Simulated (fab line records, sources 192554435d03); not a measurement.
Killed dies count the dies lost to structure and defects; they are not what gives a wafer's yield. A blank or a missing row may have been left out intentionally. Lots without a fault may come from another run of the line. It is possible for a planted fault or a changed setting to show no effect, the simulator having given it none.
Which of the tools did it? -- flow n5 finfet -- 9 lots, 27 wafers sampled, at 1 step of a route of 1938

## WHAT THE GAUGES SHOWED, per wafer
N5_BEOL_M2_OVL_MEAS_12.
lot,measured,on,M2_OVL (nm)
L505,day 7 14:26,overlay-01,0.8 0.3 -0.5
L509,day 8 13:29,overlay-02,-0.5 1.0 0.9
L510,day 8 15:53,overlay-01,-0.2 -0.2 1.3
L511,day 8 19:56,overlay-02,-1.2 -1.8 -1.3
L514,day 9 20:28,overlay-01,0.0 -0.1 -0.5
L515,day 10 04:55,overlay-02,0.4 0.1 0.3
L518,day 10 19:32,overlay-01,-0.3 -0.1 -0.6
L521,day 12 02:41,overlay-01,-0.1 -0.3 -0.8
L522,day 12 04:18,overlay-01,-0.9 0.0 -0.9

## WHAT TOOL EACH LOT RAN ON (gives the tool, then ch and the chambers of the sampled wafers, and finally the start)
The record holds no process step before these readings.

## THE ANSWER, worked out from the rows above alone
Rule: usual is defined by the lots themselves. The widest of any qualifying gaps counts: lots, ordered by their means at a reading, are off when they make up no more than a third of the lots, leave a main group of 4 or more, and stand apart from it by 3 or more times the standard deviation of that group's means. Not used: any main group whose means are identical at the precision the tables above print for the reading. Also off: a lot with no number at a reading for which 4 or more lots have one. All remaining lots with rows at the step are treated as sound.
Across all readings shown, no lot is off: no conclusion can be drawn from this.

## WHAT THE SIMULATOR HAD INSERTED
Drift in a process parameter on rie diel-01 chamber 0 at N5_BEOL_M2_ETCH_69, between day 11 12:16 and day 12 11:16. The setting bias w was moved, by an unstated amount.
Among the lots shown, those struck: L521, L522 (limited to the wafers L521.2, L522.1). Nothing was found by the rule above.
